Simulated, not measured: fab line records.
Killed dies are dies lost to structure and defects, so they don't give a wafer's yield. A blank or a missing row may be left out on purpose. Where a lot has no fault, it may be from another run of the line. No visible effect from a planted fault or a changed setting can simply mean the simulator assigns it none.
Chamber matching	flow nand harc	ald hk-02 running NHARC_A_STAIRCASE_ALD_415: 4 sister chambers
The step deposits SiO2, target thk 30 nm, pulse time 6 s, ald cycles 300. 7 wafers are shown with their chamber, then 8 later ones without.

## EACH WAFER AND ITS CHAMBER
wafer	chamber	heater power w (W)	precursor pulse height rel
L074.5	3	394	1.008
L079.5	2	435	1.040
L080.3	2	436	1.018
L085.2	1	445	1.012
L085.5	0	362	1.003
L085.6	1	453	0.973
L092.1	0	397	0.955

## WAFERS WITHOUT THEIR CHAMBER
wafer	heater power w (W)	precursor pulse height rel
L092.3	399	1.025
L092.5	393	0.978
L094.1	400	0.998
L094.2	435	1.021
L094.3	402	0.972
L093.4	396	0.994
L093.5	392	1.043
L093.6	415	0.964

## WHICH CHAMBER EACH ONE RAN IN
wafer	from the rows above	in truth
L092.3	can't be placed: 3 or 0 or 2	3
L092.5	can't be placed: 0 or 3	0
L094.1	can't be placed: 3 or 0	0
L094.2	can't be placed: 2 or 1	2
L094.3	can't be placed: 3 or 0 or 2 or 1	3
L093.4	can't be placed: 3 or 0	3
L093.5	can't be placed: 3 or 0 or 2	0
L093.6	can't be placed: 3 or 0 or 1 or 2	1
0 of 8 placed correctly. Unplaceable from these rows: 8, with the true chamber sitting among the candidates in 8. Wrongly placed: 0.
How it was worked out, from the rows above alone: a wafer's distance from a chamber is the root of the sum, over the readings, of the square of ((its reading less the chamber's mean) divided by the reading's scatter). The wafer belongs to the nearest chamber; if the next one is less than 2 further off, it can't be placed. Each chamber's mean is taken over the wafers shown for it. The scatter is the square root of a quotient: the sum, over the shown wafers, of each reading's squared deviation from its chamber's mean, divided by wafers minus chambers.
